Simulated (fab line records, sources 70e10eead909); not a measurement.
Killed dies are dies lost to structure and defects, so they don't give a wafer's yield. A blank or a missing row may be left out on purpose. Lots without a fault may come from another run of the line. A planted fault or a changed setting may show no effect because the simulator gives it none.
fab line records | flow nand_harc | part 1 of 2: steps 1 to 4 of 6
record lots=20 wafers=60 last_day=34
route steps=1302 shown A_STAIRCASE@677
lots that met no fault: from a run of the same line without faults
start_h: hours from the record's first day to the start of the lot's first wafer shown | wait_h: hours since the lot's step before | " the same as in the row above | L1.1+2: a row that stands for several wafers | - no value, or no start given | * or withheld: withheld | < > ~ a bound
route shown NAME@n: a module of which the file shows steps, and the number in the route of the first | usual: mean/standard deviation of fault-free wafers | same: alike in all rows | chamber/n: place in a boat | sites: the reading at each site | _std_site: their standard deviation | _edge_site: outer sites' mean less inner sites' | radius_mm: how far each site lies from the wafer's centre | mask NAME#n: copy n | behind: the tool/chamber that last shaped the wafer | hold: why the lot was held/for how many hours/how that ended | device: the transistor (n, p or np) that didn't switch | end of line: the same wafers' tests at the end of the route | a step without rows: its recipe alone | killed: dies lost to structure and defects at the first sort, not the wafer's yield | map: a wafer's dies, x killed, . not, _ none there
set.NAME: the setting as run; set.NAME@STEP: as run at that earlier step | model.NAME: the simulator's own value behind a step, which no gauge read
steps of the route over a sample of lots; a table a step, a row a wafer
services: from which hour (start_h, from the record's first day; less than 0 if before it) a tool's chamber was out of use, for how many hours, and why
## steps
# step NHARC_A_STAIRCASE_TRIM_20
# recipe time_s=211.2 o2_flow_sccm=500 ar_flow_sccm=0 bias_w=0 chemistry=O2
# usual drypump_motor_current_A=5.7/0.56 mfc_ar_sccm=0.0013/0.0021 o2_flow_sccm=500.0/1.5 oes_product_au=1.001/0.009 rf_vpp_V=57.8/0.9 showerhead_plenum_p_Torr=3.53/0.18 throttle_valve_pct=17.037/0.0091
# columns lot.wafer tool chamber start_h wait_h drypump_motor_current_A mfc_ar_sccm o2_flow_sccm oes_product_au rf_hours_counter_h rf_vpp_V showerhead_plenum_p_Torr throttle_valve_pct
L075.2 rie_diel-13 0 356.37 0.1 6.2 0.0019 499.3 1.002 1 57.3 3.51 17.027
L075.1 " 3 " " 5.4 0.0062 500.8 1.002 1 57.7 3.66 17.047
L075.5 " 1 " " 6.3 0 498.4 1.007 - 57.9 3.31 17.044
L074.3 rie_diel-12 3 356.51 0.1 5.7 0.0023 500.1 0.999 30 57.3 3.64 17.046
L074.4 " 0 " " 4.9 0 500.2 1.000 29 57.3 3.33 17.028
L074.2 " 1 " " 6.5 0 500.7 0.996 29 57.6 3.50 17.044
L077.3 rie_diel-12 1 397.33 0.1 6.6 0 497.9 1.007 42 57.5 3.49 17.023
L077.4 " 2 " " 5.1 0 498.7 1.019 36 57.2 3.27 17.038
L077.5 " 3 " " 5.7 0.0023 498.9 0.988 - 57.1 3.63 17.032
L079.1 rie_diel-13 3 404.42 0.1 5.4 0.0062 502.6 1.012 17 57.6 3.65 17.029
L079.2 " 0 " " 6.3 0.0019 499.9 1.007 17 57.7 3.51 17.045
L079.4 " 2 " " 5.2 0 499.2 1.007 11 57.0 3.37 17.036
L078.4 rie_diel-13 2 404.61 0.1 5.3 0 501.0 1.005 11 55.9 3.37 17.046
L078.5 " 1 " " 6.3 0 498.8 1.011 - 57.9 3.31 17.033
L078.6 " 2 " " 5.3 0 498.1 1.006 - 57.5 3.37 17.046
L081.1 rie_diel-12 3 417.82 0.1 5.7 0.0023 497.6 1.009 47 58.6 3.63 17.052
L081.2 " 0 " " 4.9 0 499.8 0.997 51 57.5 3.32 17.023
L081.5 " 0 " " 4.9 0 496.0 1.004 - 57.7 3.32 17.043
L080.3 rie_diel-13 3 421.82 0.1 5.4 0.0062 498.5 0.998 22 58.1 3.65 17.035
L080.4 " 1 " " 6.3 0 501.3 1.011 21 56.8 3.30 17.037
L080.6 " 3 " " 5.4 0.0062 501.3 1.002 - 59.1 3.65 17.038
L082.3 rie_diel-02 2 432.10 0.1 6.6 0 501.9 0.999 10 58.2 3.46 17.031
L082.2 " 3 " " 5.9 0 499.8 0.999 14 57.5 3.41 17.044
L082.4 " 1 " " 5.0 0 499.9 0.991 - 58.8 3.80 17.049
L083.3 rie_diel-02 0 438.27 0.1 5.8 0.0037 499.0 0.992 9 57.4 3.77 17.044
L083.2 " 1 " " 5.0 0 498.8 0.990 14 59.1 3.80 17.044
L083.6 " 0 " " 5.8 0.0037 500.6 0.989 - 59.5 3.77 17.044
L084.3 rie_diel-02 0 456.46 0.1 5.8 0.0037 499.3 0.986 19 60.5 3.77 17.016
L084.1 " 1 " " 5.0 0 498.7 0.990 24 59.5 3.79 17.043
L084.6 " 2 " " 6.6 0 500.8 0.999 - 55.9 3.46 17.039
L085.3 rie_diel-02 0 465.70 0.1 5.8 0.0037 501.0 0.991 21 57.3 3.76 17.027
L085.1 " 1 " " 5.0 0 501.6 0.982 26 59.1 3.79 17.031
L085.6 " 0 " " 5.8 0.0037 501.4 0.994 - 58.6 3.76 17.058
L087.2 rie_diel-13 3 474.18 0.1 5.4 0.0062 502.0 0.992 38 58.2 3.64 17.042
L087.4 " 0 " " 6.3 0.0019 501.4 0.994 36 57.9 3.49 17.041
L087.3 " 1 " " 6.3 0 500.7 0.992 37 56.2 3.30 17.033
L086.6 rie_diel-12 2 474.49 0.1 5.1 0 496.9 1.008 - 59.4 3.80 17.048
L086.4 " 3 " " 5.8 0.0023 498.5 0.993 - 58.4 3.62 17.038
L086.5 " 0 " " 4.9 0 501.7 0.990 - 58.7 3.31 17.030
L088.3 rie_diel-02 0 505.92 0.1 5.8 0.0037 499.6 0.986 33 57.3 3.76 17.043
L088.2 " 1 " " 5.0 0 501.1 0.980 33 58.5 3.79 17.038
L088.5 " 3 " " 5.9 0 500.0 0.994 - 57.4 3.40 17.040
L090.1 rie_diel-12 2 520.66 0.1 5.1 0 499.9 1.007 24 57.5 3.79 17.042
L090.4 " 0 " " 4.9 0 498.6 1.000 21 57.6 3.30 17.041
L090.5 " 1 " " 6.5 0 500.8 0.999 - 57.0 3.47 17.031
L091.3 rie_diel-02 3 520.91 0.1 5.9 0 500.1 1.006 37 58.6 3.40 17.058
L091.1 " 0 " " 5.8 0.0037 496.6 0.996 41 57.2 3.75 17.030
L091.5 " 3 " " 6.0 0 500.6 1.011 - 58.0 3.40 17.047
L092.3 rie_diel-13 3 531.54 0.1 5.4 0.0062 502.4 1.002 0 57.8 3.63 17.038
L092.1 " 0 " " 6.2 0.0019 504.6 0.994 0 58.4 3.49 17.027
L092.5 " 2 " " 5.3 0 500.2 1.003 - 56.6 3.35 17.040
L093.3 rie_diel-13 3 543.38 0.1 5.4 0.0062 500.3 0.999 3 59.9 3.63 17.047
L093.4 " 2 " " 5.3 0 499.5 0.996 3 57.0 3.35 17.050
L093.5 " 0 " " 6.2 0.0019 500.6 0.998 - 56.9 3.49 17.027
L096.3 rie_diel-12 3 563.74 0.1 5.7 0.0023 498.7 0.994 38 58.9 3.60 17.039
L096.1 " 0 " " 4.9 0 500.3 1.013 38 58.4 3.29 17.039
L096.6 " 1 " " 6.5 0 498.1 1.008 - 58.1 3.46 17.036
L097.3 rie_diel-02 3 583.30 0.1 5.9 0 496.6 0.998 0 57.7 3.39 17.040
L097.4 " 2 " " 6.6 0 503.8 0.988 0 57.9 3.44 17.038
L097.5 " 3 " " 6.0 0 498.5 0.996 - 57.2 3.39 17.059
# step NHARC_A_STAIRCASE_ETCH_194
# recipe target_depth_a=1000 time_s=40.5 ion_energy_ev=400 c4f8_flow_sccm=20 o2_flow_sccm=10 ar_flow_sccm=withheld rf_w=600 bias_w=1000 chemistry=C4F8/O2
# usual oes_product_au=0.946/0.011 rf_vpp_V=895/6.2
# columns lot.wafer tool chamber start_h wait_h oes_product_au rf_hours_counter_h rf_vpp_V
L075.1 rie_diel-12 3 - - 0.945 31 901
L075.2 " 2 " " 0.956 28 886
L075.5 " 0 " " 0.956 - 888
L074.4 rie_diel-12 0 - - 0.930 30 889
L074.2 " 1 " " 0.945 30 895
L074.3 " 2 " " 0.960 28 887
L077.4 rie_diel-13 2 - - 0.953 10 891
L077.3 " 3 " " 0.957 16 901
L077.5 " 0 " " 0.947 - 896
L079.1 rie_diel-02 3 - - 0.944 1 892
L079.4 " 0 " " 0.940 1 904
L079.2 " 1 " " 0.961 1 906
L078.4 rie_diel-13 0 - - 0.967 19 895
L078.6 " 3 " " 0.959 - 901
L078.5 " 0 " " 0.964 - 894
L081.2 rie_diel-13 0 - - 0.946 22 896
L081.1 " 1 " " 0.937 21 888
L081.5 " 3 " " 0.942 - 901
L080.3 rie_diel-02 3 - - 0.946 11 893
L080.6 " 2 " " 0.929 - 895
L080.4 " 3 " " 0.937 - 893
L082.3 rie_diel-13 3 - - 0.943 23 900
L082.4 " 0 " " 0.962 24 894
L082.2 " 1 " " 0.956 23 888
L083.3 rie_diel-13 1 - - 0.943 26 888
L083.2 " 3 " " 0.951 28 899
L083.6 " 2 " " 0.945 - 891
L084.3 rie_diel-12 3 - - 0.932 2 899
L084.1 " 2 " " 0.953 2 906
L084.6 " 2 " " 0.957 - 906
L085.3 rie_diel-12 3 - - 0.936 6 898
L085.1 " 2 " " 0.959 5 906
L085.6 " 3 " " 0.929 - 898
L086.5 rie_diel-12 3 - - 0.940 - 900
L086.6 " 0 " " 0.945 - 888
L086.4 " 2 " " 0.954 - 906
L087.3 rie_diel-13 2 - - 0.942 37 888
L087.2 " 1 " " 0.932 39 888
L087.4 " 3 " " 0.934 - 900
L088.2 rie_diel-13 2 - - 0.952 44 889
L088.3 " 0 " " 0.955 42 894
L088.5 " 1 " " 0.937 - 888
L090.4 rie_diel-12 1 - - 0.955 21 895
L090.1 " 2 " " 0.960 25 904
L090.5 " 0 " " 0.941 - 886
L091.3 rie_diel-02 3 - - 0.944 39 892
L091.1 " 1 " " 0.949 40 904
L091.5 " 3 " " 0.938 - 891
L092.1 rie_diel-12 3 - - 0.939 30 899
L092.3 " 0 " " 0.945 28 886
L092.5 " 0 " " 0.944 - 887
L093.3 rie_diel-02 3 - - 0.923 45 891
L093.4 " 0 " " 0.945 49 903
L093.5 " 0 " " 0.928 - 903
L096.3 rie_diel-12 3 - - 0.940 39 898
L096.1 " 0 " " 0.950 38 888
L096.6 " 2 " " 0.956 - 906
L097.3 rie_diel-12 2 - - 0.931 43 904
L097.4 " 0 " " 0.932 46 886
L097.5 " 1 " " 0.943 - 894
# step NHARC_A_STAIRCASE_TRIM_196
# recipe time_s=211.2 o2_flow_sccm=500 ar_flow_sccm=0 bias_w=0 chemistry=O2
# usual drypump_motor_current_A=5.8/0.55 mfc_ar_sccm=0.0012/0.0021 o2_flow_sccm=499.9/1.4 oes_product_au=1.004/0.0087 rf_vpp_V=57.6/0.87 showerhead_plenum_p_Torr=3.48/0.16 throttle_valve_pct=17.036/0.0092
# columns lot.wafer tool chamber start_h wait_h drypump_motor_current_A mfc_ar_sccm o2_flow_sccm oes_product_au rf_hours_counter_h rf_vpp_V showerhead_plenum_p_Torr throttle_valve_pct
L075.2 rie_diel-13 0 360.01 0.1 6.2 0.0019 496.9 0.997 2 57.3 3.51 17.031
L075.1 " 2 " " 5.3 0 501.3 1.001 2 56.7 3.37 17.035
L075.5 " 1 " " 6.3 0 499.7 0.993 - 56.9 3.31 17.044
L074.3 rie_diel-02 1 360.30 0.1 5.0 0 500.8 1.023 44 55.9 3.28 17.029
L074.2 " 3 " " 5.9 0 500.3 0.992 46 56.8 3.43 17.033
L074.4 " 0 " " 5.8 0.0037 499.2 1.023 44 57.6 3.78 17.033
L077.4 rie_diel-13 2 401.18 0.1 5.3 0 501.1 1.015 10 56.9 3.37 17.044
L077.3 " 0 " " 6.2 0.0019 499.8 1.004 16 56.4 3.51 17.043
L077.5 " 1 " " 6.3 0 496.9 1.003 - 57.2 3.31 17.050
L079.1 rie_diel-02 2 408.34 0.1 6.6 0 498.5 1.011 1 58.4 3.47 17.022
L079.4 " 3 " " 6.0 0 498.8 1.016 1 58.3 3.42 17.044
L079.2 " 0 " " 5.8 0.0037 500.0 1.012 1 61.0 3.78 17.057
L078.4 rie_diel-12 0 408.54 0.1 4.9 0 501.0 0.995 46 59.1 3.32 17.030
L078.5 " 1 " " 6.5 0 496.2 1.016 - 57.1 3.49 17.043
L078.6 " 2 " " 5.1 0 501.2 1.012 - 57.7 3.27 17.023
L081.1 rie_diel-13 2 421.98 0.2 5.3 0 499.5 1.001 17 56.2 3.37 17.038
L081.2 " 0 " " 6.2 0.0019 502.6 1.001 22 57.7 3.50 17.026
L081.5 " 2 " " 5.3 0 499.4 1.006 - 56.5 3.37 17.023
L080.3 rie_diel-02 1 426.02 0.1 5.0 0 499.3 0.984 10 58.0 3.80 17.022
L080.4 " 2 " " 6.6 0 498.5 1.009 - 57.1 3.46 17.035
L080.6 " 3 " " 5.9 0 502.5 1.012 - 58.1 3.41 17.034
L082.2 rie_diel-13 1 436.03 0.1 6.3 0 500.8 1.012 23 57.4 3.30 17.053
L082.4 " 2 " " 5.3 0 498.6 1.008 18 58.0 3.37 17.047
L082.3 " 3 " " 5.4 0.0062 502.4 1.000 23 58.0 3.65 17.030
L083.3 rie_diel-13 1 443.80 0.1 6.3 0 498.8 1.005 26 56.8 3.30 17.036
L083.2 " 3 " " 5.4 0.0062 499.9 1.001 28 57.8 3.64 17.040
L083.6 " 0 " " 6.2 0.0019 501.3 1.009 - 57.3 3.50 17.050
L084.1 rie_diel-13 1 460.45 0.1 6.3 0 499.3 0.992 31 58.7 3.30 17.036
L084.3 " 3 " " 5.4 0.0062 499.2 0.989 34 57.4 3.64 17.021
L084.6 " 2 " " 5.3 0 498.9 1.011 - 58.4 3.36 17.027
L085.3 rie_diel-13 1 469.34 0.1 6.3 0 499.9 1.004 33 56.1 3.30 17.031
L085.1 " 3 " " 5.4 0.0062 499.1 0.991 36 57.6 3.64 17.033
L085.6 " 2 " " 5.3 0 498.0 1.012 - 56.4 3.36 17.035
L086.6 rie_diel-13 2 479.22 0.4 5.3 0 501.1 1.009 - 57.9 3.36 17.040
L086.5 " 3 " " 5.4 0.0062 498.4 1.000 - 59.0 3.64 17.024
L086.4 " 1 " " 6.3 0 500.5 1.008 - 56.5 3.30 17.044
L087.2 rie_diel-12 2 479.53 0.1 5.1 0 500.8 1.010 9 57.4 3.80 17.027
L087.3 " 3 " " 5.7 0.0023 502.1 1.002 9 59.5 3.62 17.046
L087.4 " 0 " " 4.9 0 500.0 1.008 7 58.7 3.31 17.043
L088.3 rie_diel-13 2 509.69 0.1 5.3 0 498.9 1.011 44 57.6 3.35 17.022
L088.2 " 3 " " 5.4 0.0062 498.7 1.020 45 57.3 3.63 17.038
L088.5 " 2 " " 5.3 0 499.2 1.015 - 57.8 3.35 17.038
L090.1 rie_diel-12 3 524.41 0.1 5.8 0.0023 497.4 0.994 25 57.0 3.61 17.037
L090.4 " 0 " " 4.9 0 500.8 1.014 22 57.5 3.30 17.040
L090.5 " 3 " " 5.8 0.0023 499.0 0.998 - 58.7 3.61 17.053
L091.1 rie_diel-02 2 525.01 0.1 6.6 0 499.8 0.994 43 57.9 3.44 17.034
L091.3 " 0 " " 5.8 0.0037 500.0 1.007 43 58.3 3.75 17.033
L091.5 " 1 " " 5.0 0 500.1 0.988 - 59.1 3.78 17.029
L092.1 rie_diel-02 3 535.25 0.1 5.9 0 496.6 1.006 43 57.1 3.40 17.025
L092.3 " 0 " " 5.8 0.0037 499.8 1.007 47 57.4 3.75 17.035
L092.5 " 1 " " 5.0 0 500.6 0.998 - 57.4 3.78 17.038
L093.4 rie_diel-13 3 547.22 0.1 5.4 0.0062 498.4 0.995 5 57.7 3.63 17.028
L093.3 " 1 " " 6.3 0 500.7 0.996 5 57.9 3.29 17.037
L093.5 " 0 " " 6.2 0.0019 501.5 0.991 - 57.4 3.49 17.037
L096.1 rie_diel-02 0 567.29 0.1 5.8 0.0037 499.9 0.991 57 57.8 3.74 17.030
L096.3 " 1 " " 5.0 0 498.8 1.000 54 59.7 3.78 17.033
L096.6 " 2 " " 6.5 0 501.4 0.997 - 58.1 3.44 17.032
L097.3 rie_diel-12 2 587.29 0.1 5.1 0 501.5 1.004 43 58.3 3.78 17.030
L097.4 " 0 " " 4.9 0 499.2 0.997 46 57.1 3.29 17.054
L097.5 " 2 " " 5.1 0 502.4 0.995 - 58.1 3.78 17.042
# step NHARC_A_STAIRCASE_TRIM_198
# recipe time_s=211.2 o2_flow_sccm=500 ar_flow_sccm=0 bias_w=0 chemistry=O2
# usual drypump_motor_current_A=5.8/0.54 mfc_ar_sccm=0.0014/0.0022 o2_flow_sccm=500.0/1.3 oes_product_au=1.003/0.0076 rf_vpp_V=57.7/0.78 showerhead_plenum_p_Torr=3.48/0.16 throttle_valve_pct=17.036/0.0088
# columns lot.wafer tool chamber start_h wait_h drypump_motor_current_A mfc_ar_sccm o2_flow_sccm oes_product_au rf_hours_counter_h rf_vpp_V showerhead_plenum_p_Torr throttle_valve_pct
L075.2 rie_diel-13 3 - - 5.4 0.0062 500.5 1.007 2 57.3 3.66 17.011
L075.1 " 0 " " 6.2 0.0019 500.1 0.988 2 57.1 3.51 17.038
L075.5 " 1 " " 6.3 0 499.4 1.001 - 55.7 3.31 17.037
L074.3 rie_diel-02 0 - - 5.8 0.0037 501.9 1.009 44 59.3 3.78 17.036
L074.2 " 1 " " 5.0 0 499.4 1.007 44 57.8 3.28 17.017
L074.4 " 2 " " 6.6 0 499.4 1.004 46 56.1 3.48 17.040
L077.4 rie_diel-13 3 - - 5.4 0.0062 501.3 0.993 16 57.4 3.65 17.033
L077.3 " 0 " " 6.3 0.0019 498.6 1.002 16 59.4 3.51 17.027
L077.5 " 2 " " 5.2 0 500.8 1.007 - 57.9 3.37 17.025
L079.4 rie_diel-02 1 - - 5.0 0 499.8 0.991 1 56.9 3.81 17.051
L079.2 " 3 " " 5.9 0 500.4 1.002 2 58.1 3.42 17.030
L079.1 " 0 " " 5.8 0.0037 500.2 0.998 1 58.0 3.78 17.033
L078.4 rie_diel-12 0 - - 4.9 0 500.6 1.002 46 57.4 3.32 17.037
L078.5 " 3 " " 5.7 0.0023 500.9 1.012 - 57.7 3.63 17.037
L078.6 " 0 " " 4.9 0 500.9 1.005 - 58.1 3.32 17.045
L081.1 rie_diel-13 1 - - 6.3 0 499.5 1.011 22 58.3 3.30 17.053
L081.2 " 2 " " 5.3 0 501.0 1.010 17 57.1 3.37 17.034
L081.5 " 3 " " 5.4 0.0062 500.6 1.006 - 57.6 3.65 17.043
L080.3 rie_diel-02 2 - - 6.6 0 500.0 1.000 7 57.2 3.46 17.024
L080.6 " 3 " " 5.9 0 501.5 1.005 - 56.7 3.41 17.031
L080.4 " 1 " " 5.0 0 500.6 0.991 - 57.9 3.80 17.038
L082.2 rie_diel-13 3 - - 5.4 0.0062 497.6 1.002 24 58.3 3.65 17.039
L082.3 " 0 " " 6.2 0.0019 500.0 1.011 24 57.8 3.50 17.022
L082.4 " 1 " " 6.3 0 500.8 1.007 23 57.4 3.30 17.034
L083.3 rie_diel-13 0 - - 6.3 0.0019 501.0 0.998 27 57.5 3.50 17.016
L083.2 " 1 " " 6.3 0 497.6 1.010 26 57.5 3.30 17.035
L083.6 " 0 " " 6.2 0.0019 498.9 0.992 - 57.1 3.50 17.037
L084.1 rie_diel-13 0 - - 6.2 0.0019 502.2 1.013 32 58.0 3.50 17.042
L084.3 " 1 " " 6.3 0 500.6 1.015 31 57.1 3.30 17.050
L084.6 " 0 " " 6.2 0.0019 498.4 1.013 - 56.8 3.50 17.036
L085.3 rie_diel-13 3 - - 5.4 0.0062 499.1 0.996 36 57.6 3.64 17.018
L085.1 " 2 " " 5.3 0 498.8 1.012 31 57.3 3.36 17.050
L085.6 " 0 " " 6.2 0.0019 499.5 1.001 - 58.0 3.50 17.032
L086.4 rie_diel-13 3 - - 5.4 0.0062 500.2 1.010 - 57.6 3.64 17.024
L086.6 " 1 " " 6.3 0 500.6 1.011 - 55.8 3.29 17.050
L086.5 " 2 " " 5.2 0 501.0 1.005 - 57.9 3.36 17.041
L087.2 rie_diel-12 3 - - 5.7 0.0023 500.2 0.998 10 58.2 3.62 17.021
L087.3 " 0 " " 4.9 0 501.4 1.002 7 57.0 3.31 17.024
L087.4 " 2 " " 5.1 0 499.9 1.009 9 58.2 3.80 17.039
L088.2 rie_diel-13 1 - - 6.3 0 502.6 1.002 46 57.2 3.29 17.035
L088.3 " 3 " " 5.4 0.0062 500.2 1.001 45 58.0 3.63 17.045
L088.5 " 0 " " 6.2 0.0019 500.2 1.005 - 57.6 3.49 17.042
L090.1 rie_diel-12 3 - - 5.7 0.0023 499.3 0.988 25 58.6 3.61 17.029
L090.4 " 0 " " 4.9 0 499.5 0.997 22 57.5 3.30 17.025
L090.5 " 0 " " 4.9 0 498.2 1.004 - 57.8 3.30 17.040
L091.1 rie_diel-02 2 - - 6.6 0 500.8 1.000 43 56.2 3.45 17.020
L091.3 " 1 " " 5.0 0 500.8 0.996 40 58.0 3.78 17.030
L091.5 " 3 " " 6.0 0 501.6 1.001 - 57.7 3.40 17.036
L092.1 rie_diel-02 2 - - 6.6 0 500.3 0.999 46 57.6 3.44 17.025
L092.3 " 0 " " 5.8 0.0037 499.9 1.006 47 58.7 3.75 17.056
L092.5 " 3 " " 5.9 0 499.5 0.995 - 58.8 3.40 17.044
L093.3 rie_diel-13 1 - - 6.3 0 500.7 1.011 5 57.2 3.29 17.043
L093.4 " 3 " " 5.4 0.0062 497.5 1.002 5 57.7 3.63 17.041
L093.5 " 1 " " 6.3 0 498.3 1.004 - 57.3 3.29 17.061
L096.3 rie_diel-02 1 - - 5.0 0 499.4 0.987 54 58.8 3.78 17.034
L096.1 " 2 " " 6.6 0 503.6 1.004 51 57.7 3.44 17.050
L096.6 " 1 " " 5.0 0 501.0 0.996 - 56.3 3.78 17.035
L097.4 rie_diel-12 1 - - 6.6 0 499.1 1.008 42 56.6 3.46 17.048
L097.3 " 2 " " 5.1 0 500.6 1.016 43 57.7 3.78 17.040
L097.5 " 1 " " 6.5 0 497.6 1.013 - 58.3 3.46 17.029
